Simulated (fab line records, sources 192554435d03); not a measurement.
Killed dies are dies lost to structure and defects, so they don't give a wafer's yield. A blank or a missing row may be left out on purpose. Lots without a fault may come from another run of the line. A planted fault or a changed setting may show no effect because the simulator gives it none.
Which tool did it? | flow n5_finfet | 12 lots, 33 wafers sampled, at 2 steps of a route of 1938

WHAT THE GAUGES READ, wafer by wafer
N5_WELL_APT_OVL_MEAS_26.
lot  | measured    | on         | PWELL_OVL (nm)
L331 | day 1 21:14 | overlay-01 | 6 12 3
L332 | day 2 03:10 | overlay-02 | 9 20
L335 | day 2 20:51 | overlay-01 | 8 -1 -1
L336 | day 3 02:44 | overlay-02 | 4 7 7
L337 | day 3 08:58 | overlay-01 | -6 -10 0
L345 | day 5 09:05 | overlay-02 | 6 6
L346 | day 5 15:00 | overlay-01 | 3 1 0
L347 | day 5 21:00 | overlay-01 | 1 -6 -1
L348 | day 6 03:49 | overlay-01 | -7 -6 -4
L349 | day 6 09:32 | overlay-02 | -1 6
L350 | day 6 14:52 | overlay-01 | 2 1 6
L353 | day 7 09:17 | overlay-02 | 7 5 -4

WHICH TOOL RAN EACH LOT (tool, then ch and the chambers of the sampled wafers, then the start)
lot  | N5_WELL_APT_DESCUM_13
L331 | rie_diel-05 ch 0,1,2, day 1 20:10
L332 | rie_diel-01 ch 2,3, day 2 02:05
L335 | rie_diel-04 ch 1,2,3, day 2 19:40
L336 | rie_diel-05 ch 0,1,2, day 3 01:40
L337 | rie_diel-01 ch 1,2,3, day 3 07:54
L345 | rie_diel-05 ch 0,2, day 5 07:53
L346 | rie_diel-01 ch 1,2, day 5 13:47
L347 | rie_diel-05 ch 2,3, day 5 19:55
L348 | rie_diel-01 ch 0,2, day 6 02:43
L349 | rie_diel-05 ch 0,3, day 6 08:19
L350 | rie_diel-05 ch 0,2,3, day 6 13:46
L353 | rie_diel-04 ch 1,2, day 7 08:04
- N5_WELL_APT_DESCUM_13: chemistry O2, time 7.9 s.

WHAT THE TOOLS THEMSELVES READ (means of the sampled wafers that have a number; where no wafer has one, the mark that the record gives instead)
N5_WELL_APT_DESCUM_13.
lot  | tool        | drypump_motor_current_A (A) | oes_product_au (a.u.) | rf_vpp_V (V) | showerhead_plenum_p_Torr (Torr) | throttle_valve_pct (%)
L331 | rie_diel-05 | 5.5                         | 0.79                  | 243.3        | 2.08                            | 20.34
L332 | rie_diel-01 | 5.0                         | 0.78                  | 241.7        | 2.06                            | 20.54
L335 | rie_diel-04 | 5.7                         | 0.75                  | 242.8        | 2.06                            | 20.62
L336 | rie_diel-05 | 5.5                         | 0.78                  | 242.9        | 2.08                            | 20.35
L337 | rie_diel-01 | 5.3                         | 0.80                  | 243.1        | 2.11                            | 20.38
L345 | rie_diel-05 | 5.2                         | 0.74                  | 243.8        | 2.06                            | 20.18
L346 | rie_diel-01 | 5.3                         | 0.76                  | 243.2        | 2.12                            | 20.38
L347 | rie_diel-05 | 5.4                         | 0.70                  | 242.4        | 2.05                            | 20.40
L348 | rie_diel-01 | 5.5                         | 0.72                  | 243.1        | 2.11                            | 20.60
L349 | rie_diel-05 | 5.3                         | 0.71                  | 240.9        | 1.98                            | 20.24
L350 | rie_diel-05 | 5.3                         | 0.72                  | 242.7        | 2.04                            | 20.28
L353 | rie_diel-04 | 5.8                         | 0.85                  | 242.8        | 2.07                            | 20.47

THE ANSWER, worked out from the rows above alone
Rule: what is usual is taken from the lots themselves. Put in order of their means at a reading, lots are off if they are a third of the lots or fewer, leave a main group of 4 or more, and stand apart from it by a gap of 3 or more times the standard deviation of the main group's means; of several such gaps the widest counts. A main group whose means are all the same, to the digits that the tables above print for the reading, isn't used. A lot without any number at a reading at which 4 lots or more have one is off too. The other lots that the step has rows for count as sound. The gauges are gone through in route order, then the tools' own readings, and for those a lot's mean is taken as printed above. The first step at which some lot is off is used, and at that step the reading that is off furthest; a lot without a number counts as furthest.
No lot is off at any reading shown: from this, nothing can be told.

WHAT THE SIMULATOR HAD PUT IN
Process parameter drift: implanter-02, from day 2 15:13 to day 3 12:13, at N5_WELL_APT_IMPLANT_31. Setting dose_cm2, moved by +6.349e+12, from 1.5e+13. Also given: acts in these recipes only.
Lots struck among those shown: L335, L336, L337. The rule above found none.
